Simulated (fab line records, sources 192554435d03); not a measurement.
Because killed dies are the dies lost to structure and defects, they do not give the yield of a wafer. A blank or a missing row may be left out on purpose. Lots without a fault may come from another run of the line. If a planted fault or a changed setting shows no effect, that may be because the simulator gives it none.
fab line records	flow n5_finfet	part 2 of 2: steps 35 to 43 of 43
[record] lots = 5	wafers = 15	last_day = 20
route steps=1938 shown STI_FIN_REVEAL@193 DUMMY_GATE@212
lots that met no fault: from a run of the same line without faults
start_h: the number of hours between the record's first day and the start of the first shown wafer of the lot	wait_h: how many hours have passed since the lot's step before this one	" identical to the entry in the row above	L1.1+2: a row that stands for several wafers	- no value, or no start given	* or withheld: withheld	< > ~ a bound
route shown NAME@n: NAME is a module with steps in the file, n the number in the route of the first one	usual: mean/standard deviation taken from wafers without a fault	same: alike in all rows	chamber/n: place in a boat	sites: the reading at each site	_std_site: the standard deviation of these	_edge_site: the outer-site mean with the inner-site mean subtracted	radius_mm: for every site, how far away it sits from the centre of the wafer	mask NAME#n: copy n	behind: the most recent tool/chamber to have shaped the wafer	hold: why the lot went on hold/how many hours it stayed there/how the hold came to an end	device: which transistor (n, p or np) failed to switch	end of line: at the end of the route, the tests of the same wafers	step lacking rows: just its recipe	killed: not the wafer's yield, but the dies lost to structure and defects at the first sort	map: dies across one wafer; x = killed, . = not, _ = none there
set.NAME: the setting that was run; set.NAME@STEP: the one run at that earlier step	model.NAME: the simulator's own value behind a step, which no gauge read
a table for each step, a row for each wafer; lots at some steps of the route
services: the hour from which a tool's chamber was out of use, counted from the record's first day as start_h (under 0 if before that day), plus the number of hours and why
[[steps]]
[step N5_DUMMY_GATE_SOFTBAKE_10]
[recipe] temp_c = 110	time_s = 60	resist = CAR-EUV
lot.wafer	tool	chamber	start_h	wait_h
L075.1+3+6	litho_track-04	0	-	-
L076.1+2+6	litho_track-01	0	-	-
L080.3+5+6	litho_track-02	0	-	-
L089.1+4+6	litho_track-02	0	-	-
L097.3+5+6	litho_track-04	0	-	-
[step N5_DUMMY_GATE_EXPOSE_12]
[recipe] mask_id = GATE	na = 0.33	source_shape = annular	sigma_inner = 0.2	sigma_outer = 0.6	polarization = unpolarized	target_cd_nm = 25	dose_mj = 34
[usual] reticle_temp_C = 22.98/0.11
[same] sigma_outer = 0.6
lot.wafer	tool	chamber	start_h	wait_h	mask	reticle_temp_C
L075.1	euv_scanner-01	0	53.44	-	GATE#0	22.78
L075.3	"	0	"	"	GATE#0	22.94
L075.6	"	0	"	"	GATE#0	22.91
L076.1	euv_scanner-01	0	62.04	-	GATE#0	22.95
L076.2	"	0	"	"	GATE#0	22.90
L076.6	"	0	"	"	GATE#0	23.05
L080.3	euv_scanner-01	0	81.62	-	GATE#0	23.08
L080.5	"	0	"	"	GATE#0	22.96
L080.6	"	0	"	"	GATE#0	23.09
L089.1	euv_scanner-01	0	141.63	-	GATE#0	22.83
L089.4	"	0	"	"	GATE#0	23.03
L089.6	"	0	"	"	GATE#0	22.96
L097.3	euv_scanner-02	0	188.31	-	GATE#0	22.84
L097.5	"	0	"	"	GATE#0	22.89
L097.6	"	0	"	"	GATE#0	22.97
[step N5_DUMMY_GATE_PEB_13]
[recipe] peb_temp_c = 100	peb_time_s = 60	resist = CAR-EUV
lot.wafer	tool	chamber	start_h	wait_h
L075.1+3+6	litho_track-04	0	53.49	0.1
L076.1+2+6	litho_track-02	0	62.10	0.1
L080.3+5+6	litho_track-01	0	81.67	0.0
L089.1+4+6	litho_track-02	0	141.69	0.1
L097.3+5+6	litho_track-01	0	188.36	0.0
[step N5_DUMMY_GATE_DEVELOP_14]
[recipe] develop_time_s = 30	developer = TMAH	resist = CAR-EUV	rinse_liquid = surfactant_rinse	dry = air_spin	dev_temp_c = 23
lot.wafer	tool	chamber	start_h	wait_h
L075.1+3+6	litho_track-04	0	-	-
L076.1+2+6	litho_track-02	0	-	-
L080.3+5+6	litho_track-01	0	-	-
L089.1+4+6	litho_track-02	0	-	-
L097.3+5+6	litho_track-01	0	-	-
[step N5_DUMMY_GATE_CD_MEAS_15]
[recipe] target_cd_nm = 25.8	landing_energy_ev = 500	detector = se_inlens
[usual] cd_nm = 24.99/0.23
lot.wafer	tool	chamber	start_h	wait_h	cd_nm
L075.1	cd_sem-01	0	53.56	-	24.91
L075.3	"	0	"	"	24.82
L075.6	"	0	"	"	24.90
L076.1	cd_sem-01	0	62.17	-	24.85
L076.2	"	0	"	"	24.84
L076.6	"	0	"	"	25.11
L080.3	cd_sem-01	0	81.74	-	24.78
L080.5	"	0	"	"	24.90
L080.6	"	0	"	"	24.88
L089.1	cd_sem-01	0	141.76	-	24.99
L089.4	"	0	"	"	24.62
L089.6	"	0	"	"	25.26
L097.3	cd_sem-03	0	188.43	-	25.17
L097.5	"	0	"	"	25.24
L097.6	"	0	"	"	25.74
[step N5_DUMMY_GATE_OVL_MEAS_16]
[recipe] points_per_wafer = 522
[usual] GATE_OVL = 0.2/0.66
lot.wafer	tool	chamber	start_h	wait_h	GATE_OVL[nm]
L075.1	overlay-01	0	53.60	0.0	0.4
L075.3	"	0	"	"	0.2
L075.6	"	0	"	"	-0.2
L076.1	overlay-02	0	62.21	0.0	-0.1
L076.2	"	0	"	"	-1.1
L076.6	"	0	"	"	0.5
L080.3	overlay-02	0	81.79	0.0	0.0
L080.5	"	0	"	"	0.2
L080.6	"	0	"	"	1.2
L089.1	overlay-02	0	141.80	0.0	-0.5
L089.4	"	0	"	"	0.0
L089.6	"	0	"	"	-0.5
L097.3	overlay-02	0	188.47	0.0	0.8
L097.5	"	0	"	"	0.5
L097.6	"	0	"	"	0.7
[step N5_DUMMY_GATE_INSPECT_17]
[recipe] mode = adi	inspect_instrument = brightfield
[usual] raw_defect_count = 195/49
lot.wafer	tool	chamber	start_h	wait_h	raw_defect_count
L075.1	defect_inspect-02	-	53.66	0.1	172
L075.3	"	-	"	"	179
L075.6	"	-	"	"	150
L076.1	defect_inspect-01	-	62.27	0.1	208
L076.2	"	-	"	"	296
L076.6	"	-	"	"	229
L080.3	defect_inspect-02	-	81.84	0.0	128
L080.5	"	-	"	"	123
L080.6	"	-	"	"	104
L089.1	defect_inspect-02	-	141.86	0.1	142
L089.4	"	-	"	"	191
L089.6	"	-	"	"	212
L097.3	defect_inspect-02	-	188.52	0.0	233
L097.5	"	-	"	"	140
L097.6	"	-	"	"	274
[step N5_DUMMY_GATE_DESCUM_20]
[recipe] chemistry = O2	time_s = 6.2	source_power_w = 50	bias_power_w = 20	pressure_mtorr = 20	rf_frequency_hz = 2.712e+07	temp_c = 40	resist = CAR-EUV	o2_flow_sccm = 225
[usual] drypump_motor_current_A = 5.5/0.44	oes_product_au = 0.75/0.072	rf_vpp_V = 243.5/1.5	showerhead_plenum_p_Torr = 2.11/0.069	throttle_valve_pct = 20.32/0.2
lot.wafer	tool	chamber	start_h	wait_h	drypump_motor_current_A	oes_product_au	rf_hours_counter_h	rf_vpp_V	showerhead_plenum_p_Torr	throttle_valve_pct
L075.1	rie_diel-02	1	53.69	0.0	6.5	0.80	94	243.1	2.03	20.51
L075.3	"	3	"	"	6.0	0.76	151	242.0	2.00	20.34
L075.6	"	3	"	"	6.0	0.76	-	241.7	2.00	20.33
L076.1	rie_diel-03	3	62.30	0.0	5.2	0.88	23	242.6	2.12	20.06
L076.2	"	1	"	"	6.4	0.69	228	241.8	2.06	20.22
L076.6	"	1	"	"	6.4	0.69	-	242.4	2.06	20.23
L080.3	rie_diel-05	0	81.87	0.0	5.5	0.73	222	242.1	2.09	20.71
L080.5	"	1	"	"	5.4	0.92	-	244.8	2.22	20.02
L080.6	"	0	"	"	5.5	0.72	-	243.3	2.09	20.71
L089.1	rie_diel-05	1	141.89	0.0	5.5	0.89	38	245.1	2.21	20.04
L089.4	"	0	"	"	5.6	0.71	239	242.8	2.08	20.75
L089.6	"	3	"	"	5.0	0.71	-	242.7	2.16	20.37
L097.3	rie_diel-02	1	188.68	0.2	6.4	0.77	128	242.4	2.02	20.55
L097.5	"	2	"	"	5.6	0.75	-	245.0	2.18	20.31
L097.6	"	1	"	"	6.4	0.77	-	241.9	2.02	20.56
[step N5_DUMMY_GATE_ETCH_29]
[recipe] chemistry = N2/H2	target = underlayer	target_depth_a = 130	ion_energy_ev = 200	pressure_mtorr = 30	source_w = 840	bias_w = 150	n2_flow_sccm = 200	h2_flow_sccm = 200
[usual] drypump_motor_current_A = 5.5/0.44	n2_flow_sccm = 199.9/0.55	oes_product_au = 0.75/0.076	rf_vpp_V = 524.6/2.6	showerhead_plenum_p_Torr = 2.56/0.094	throttle_valve_pct = 17.74/0.15
lot.wafer	tool	chamber	start_h	wait_h	drypump_motor_current_A	n2_flow_sccm	oes_product_au	rf_hours_counter_h	rf_vpp_V	showerhead_plenum_p_Torr	throttle_valve_pct
L075.1	rie_diel-02	1	53.76	0.0	6.4	199.5	0.80	94	522.3	2.45	17.80
L075.3	"	3	"	"	6.0	199.7	0.75	151	521.1	2.42	17.63
L075.6	"	3	"	"	6.0	199.9	0.76	-	521.6	2.42	17.62
L076.1	rie_diel-03	3	62.37	0.0	5.2	199.9	0.89	23	524.2	2.60	17.67
L076.2	"	1	"	"	6.4	200.2	0.70	228	523.3	2.50	17.67
L076.6	"	1	"	"	6.3	199.2	0.70	-	522.3	2.50	17.68
L080.3	rie_diel-05	0	81.93	0.0	5.6	199.4	0.71	222	522.7	2.51	18.02
L080.5	"	1	"	"	5.5	200.3	0.94	-	529.3	2.70	17.42
L080.6	"	0	"	"	5.6	200.0	0.72	-	524.8	2.51	18.02
L089.1	rie_diel-05	1	141.96	0.0	5.4	200.8	0.90	38	528.6	2.69	17.45
L089.4	"	0	"	"	5.5	199.0	0.71	239	522.5	2.51	18.08
L089.6	"	3	"	"	5.0	199.7	0.70	-	526.5	2.59	17.67
L097.3	rie_diel-02	1	188.75	0.0	6.4	199.8	0.76	128	521.1	2.43	17.85
L097.5	"	2	"	"	5.6	200.4	0.73	-	525.9	2.63	17.79
L097.6	"	1	"	"	6.4	199.9	0.76	-	520.6	2.44	17.88
[[services]]
tool	chamber	start_h	hours	kind
euv_scanner-01	-	20.45	17.3	pm
plasma_asher-01	-	30.49	5.8	repair
vapor_etch-01	-	39.24	2.8	pm
ald_sin-02	3	45.56	8.4	repair
cmp-01	-	47.40	3.0	repair
ald_sin-02	-	50.14	2.8	pm
rie_diel-05	3	52.46	7.1	repair
wet_bench-06	-	59.94	2.1	repair
ald_sin-02	1	61.32	5.3	repair
euv_scanner-01	-	64.01	1.0	pm
rie_diel-05	-	66.04	5.2	repair
cmp-01	-	73.39	1.5	repair
plasma_asher-02	-	85.02	28.1	pm
cmp-01	-	118.48	0.8	repair
euv_scanner-01	-	121.90	1.0	pm
rie_diel-02	1	125.47	2.9	repair
wet_bench-06	-	143.08	6.4	repair
plasma_asher-02	-	145.98	1.2	repair
rie_diel-05	-	154.02	2.8	pm
rie_diel-02	1	154.53	9.8	repair
ald_sin-02	-	157.48	6.1	pm
rie_diel-05	3	171.94	12.6	repair
euv_scanner-01	-	176.29	1.0	pm
euv_scanner-01	-	184.89	4.6	pm
